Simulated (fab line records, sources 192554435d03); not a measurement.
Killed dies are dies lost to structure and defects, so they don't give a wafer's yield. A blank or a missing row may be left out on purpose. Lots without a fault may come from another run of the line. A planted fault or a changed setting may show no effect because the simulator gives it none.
Which tool did it? | flow n5_finfet | 11 lots, 32 wafers sampled, at 7 steps of a route of 1938

WHAT THE GAUGES READ, wafer by wafer
N5_PMOS_HMC_CHANNEL_EPI_INSPECT_11: inspects for defects (macro).
lot  | measured    | on                | raw_defect_count
L865 | day 1 17:31 | defect_inspect-01 | 3 3 0
L866 | day 1 22:57 | defect_inspect-01 | 1 3 4
L867 | day 2 05:25 | defect_inspect-01 | 3 3 0
L868 | day 2 11:03 | defect_inspect-02 | 2 3
L871 | day 3 05:55 | defect_inspect-02 | 2 2 1
L873 | day 3 17:32 | defect_inspect-02 | 3 0 2
L878 | day 4 22:58 | defect_inspect-01 | 1 5 1
L882 | day 5 23:11 | defect_inspect-01 | 0 1 1
L884 | day 6 11:35 | defect_inspect-01 | 2 1 6
L885 | day 6 17:48 | defect_inspect-02 | 5 1 3
L886 | day 6 23:30 | defect_inspect-01 | 2 1 0

N5_PMOS_HMC_CHANNEL_EPI_INSPECT_30: inspects for defects (darkfield).
lot  | measured    | on                | raw_defect_count
L865 | day 1 20:38 | defect_inspect-02 | 14 20 26
L866 | day 2 02:07 | defect_inspect-02 | 35 26 24
L867 | day 2 08:11 | defect_inspect-02 | 21 19 20
L868 | day 2 14:13 | defect_inspect-01 | 32 29
L871 | day 3 08:48 | defect_inspect-02 | 21 20 34
L873 | day 3 20:43 | defect_inspect-02 | 15 13 11
L878 | day 5 02:22 | defect_inspect-02 | 1235 1249 1245
L882 | day 6 01:57 | defect_inspect-02 | 1230 1187 1143
L884 | day 6 14:22 | defect_inspect-02 | 18 20 12
L885 | day 6 21:05 | defect_inspect-01 | 18 15 20
L886 | day 7 02:41 | defect_inspect-01 | 15 35 20

N5_FIN_SAQP_INSPECT_18: inspects for defects (brightfield).
lot  | measured    | on                | raw_defect_count
L865 | day 1 22:11 | defect_inspect-01 | 425 418 399
L866 | day 2 03:31 | defect_inspect-01 | 506 466 373
L867 | day 2 09:56 | defect_inspect-01 | 406 496 303
L868 | day 2 16:09 | defect_inspect-02 | 400 461
L871 | day 3 10:11 | defect_inspect-01 | 436 313 524
L873 | day 3 22:10 | defect_inspect-01 | 473 386 609
L878 | day 5 03:52 | defect_inspect-01 | 1570 1707 1724
L882 | day 6 04:08 | defect_inspect-01 | 1559 1947 1879
L884 | day 6 15:45 | defect_inspect-02 | 354 486 519
L885 | day 6 22:20 | defect_inspect-01 | 493 397 368
L886 | day 7 04:07 | defect_inspect-02 | 261 231 204

N5_FIN_SAQP_INSPECT_40: inspects for defects (brightfield).
lot  | measured    | on                | raw_defect_count
L865 | day 2 02:47 | defect_inspect-01 | 311 264 272
L866 | day 2 07:55 | defect_inspect-01 | 209 209 198
L867 | day 2 15:40 | defect_inspect-02 | 144 221 272
L868 | day 2 22:33 | defect_inspect-02 | 319 283
L871 | day 3 15:19 | defect_inspect-02 | 331 272 477
L873 | day 4 02:35 | defect_inspect-02 | 167 288 225
L878 | day 5 08:30 | defect_inspect-01 | 1370 1368 1404
L882 | day 6 09:30 | defect_inspect-02 | 1401 1422 1360
L884 | day 6 20:11 | defect_inspect-01 | 161 209 315
L885 | day 7 03:05 | defect_inspect-01 | 291 135 246
L886 | day 7 08:52 | defect_inspect-01 | 186 156 142

WHICH TOOL RAN EACH LOT (tool, then ch and the chambers of the sampled wafers, then the start)
lot  | N5_PMOS_HMC_CHANNEL_EPI_PRECLEAN_40 | N5_FIN_SAQP_HM_DEP_03        | N5_FIN_SAQP_PECVD_48
L865 | wet_bench-05 ch 1,2,3, day 1 20:11  | pecvd-03 ch 0,1, day 1 21:20 | pecvd-01 ch 1,2, day 1 21:31
L866 | wet_bench-03 ch 0,3,4, day 2 01:40  | pecvd-01 ch 0,2, day 2 02:40 | pecvd-02 ch 0,1,2, day 2 02:50
L867 | wet_bench-03 ch 4,5,6, day 2 07:44  | pecvd-01 ch 0,2, day 2 09:12 | pecvd-02 ch 0,1,2, day 2 09:22
L868 | wet_bench-03 ch 0,1, day 2 13:46    | pecvd-02 ch 0,1, day 2 15:14 | pecvd-01 ch 0, day 2 15:26
L871 | wet_bench-04 ch 0,1,7, day 3 08:14  | pecvd-02 ch 1,2, day 3 09:20 | pecvd-01 ch 0,2, day 3 09:30
L873 | wet_bench-05 ch 0,1,4, day 3 20:16  | pecvd-02 ch 0,1, day 3 21:16 | pecvd-01 ch 0,1, day 3 21:27
L878 | wet_bench-04 ch 2,3,5, day 5 01:41  | pecvd-02 ch 0,1, day 5 02:59 | pecvd-03 ch 0,1,2, day 5 03:10
L882 | wet_bench-04 ch 3,4,7, day 6 01:30  | pecvd-02 ch 1,2, day 6 03:13 | pecvd-01 ch 1,2, day 6 03:23
L884 | wet_bench-03 ch 2,5,6, day 6 13:55  | pecvd-01 ch 0,1, day 6 14:55 | pecvd-02 ch 0,1,2, day 6 15:05
L885 | wet_bench-05 ch 1,2,6, day 6 20:31  | pecvd-03 ch 0,2, day 6 21:37 | pecvd-02 ch 0,2, day 6 21:47
L886 | wet_bench-05 ch 0,5,7, day 7 02:14  | pecvd-02 ch 0,1, day 7 03:16 | pecvd-03 ch 0,1, day 7 03:26
- N5_PMOS_HMC_CHANNEL_EPI_PRECLEAN_40: cleans in DHF, time 30 s.
- N5_FIN_SAQP_HM_DEP_03: deposits SiNx from SiH4/NH3/N2, target thk 38 nm, time 33.6 s.
- N5_FIN_SAQP_PECVD_48: deposits SiNx from SiH4/NH3/N2, target thk 25 nm, time 22.1 s.

WHAT THE TOOLS THEMSELVES READ (means of the sampled wafers that have a number; where no wafer has one, the mark that the record gives instead)
N5_FIN_SAQP_HM_DEP_03.
lot  | tool     | heater_power_w (W) | showerhead_plenum_p_Torr (Torr) | throttle_valve_pct (%)
L865 | pecvd-03 | 760                | 5.26                            | 38.8
L866 | pecvd-01 | 730                | 5.19                            | 41.9
L867 | pecvd-01 | 758                | 5.19                            | 41.9
L868 | pecvd-02 | 696                | 5.17                            | 40.3
L871 | pecvd-02 | 828                | 5.11                            | 38.4
L873 | pecvd-02 | 720                | 5.16                            | 40.7
L878 | pecvd-02 | 714                | 5.16                            | 40.7
L882 | pecvd-02 | 813                | 5.12                            | 38.6
L884 | pecvd-01 | 648                | 5.14                            | 39.3
L885 | pecvd-03 | 650                | 5.25                            | 39.5
L886 | pecvd-02 | 777                | 5.17                            | 40.7

N5_FIN_SAQP_PECVD_48.
lot  | tool     | heater_power_w (W) | showerhead_plenum_p_Torr (Torr) | throttle_valve_pct (%)
L865 | pecvd-01 | 770                | 5.15                            | 40.9
L866 | pecvd-02 | 772                | 5.15                            | 39.5
L867 | pecvd-02 | 782                | 5.14                            | 39.4
L868 | pecvd-01 | 672                | 5.13                            | 38.8
L871 | pecvd-01 | 692                | 5.20                            | 41.9
L873 | pecvd-01 | 715                | 5.13                            | 39.2
L878 | pecvd-03 | 726                | 5.23                            | 40.1
L882 | pecvd-01 | 795                | 5.17                            | 39.0
L884 | pecvd-02 | 817                | 5.15                            | 39.5
L885 | pecvd-02 | 880                | 5.12                            | 39.2
L886 | pecvd-03 | 771                | 5.26                            | 39.0

THE ANSWER, worked out from the rows above alone
Rule: what is usual is taken from the lots themselves. Put in order of their means at a reading, lots are off if they are a third of the lots or fewer, leave a main group of 4 or more, and stand apart from it by a gap of 3 or more times the standard deviation of the main group's means; of several such gaps the widest counts. A main group whose means are all the same, to the digits that the tables above print for the reading, isn't used. A lot without any number at a reading at which 4 lots or more have one is off too. The other lots that the step has rows for count as sound. The gauges are gone through in route order, then the tools' own readings, and for those a lot's mean is taken as printed above. The first step at which some lot is off is used, and at that step the reading that is off furthest; a lot without a number counts as furthest.
Off: L878, L882, at N5_PMOS_HMC_CHANNEL_EPI_INSPECT_30 (raw_defect_count). The main group: mean 22, standard deviation 5.4.
A tool fits if, at a process step before that reading, it ran every lot that is off, and no sound lot after the first of them. The gauges at N5_PMOS_HMC_CHANNEL_EPI_INSPECT_30 aren't tried: what is off there is off at N5_FIN_SAQP_INSPECT_18 too, on other tools, and a gauge's error can't cause that. One fits: wet_bench-04 at N5_PMOS_HMC_CHANNEL_EPI_PRECLEAN_40. Its last sound lot is L871 (day 3 08:14), its first lot that is off L878 (day 5 01:41): a fault that began between those two fits.

WHAT THE SIMULATOR HAD PUT IN
Chamber particle source: wet_bench-04, from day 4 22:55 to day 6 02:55, at N5_PMOS_HMC_CHANNEL_EPI_PRECLEAN_40. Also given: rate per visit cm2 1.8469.
Lots struck among those shown: L878, L882. The rule above found the same.
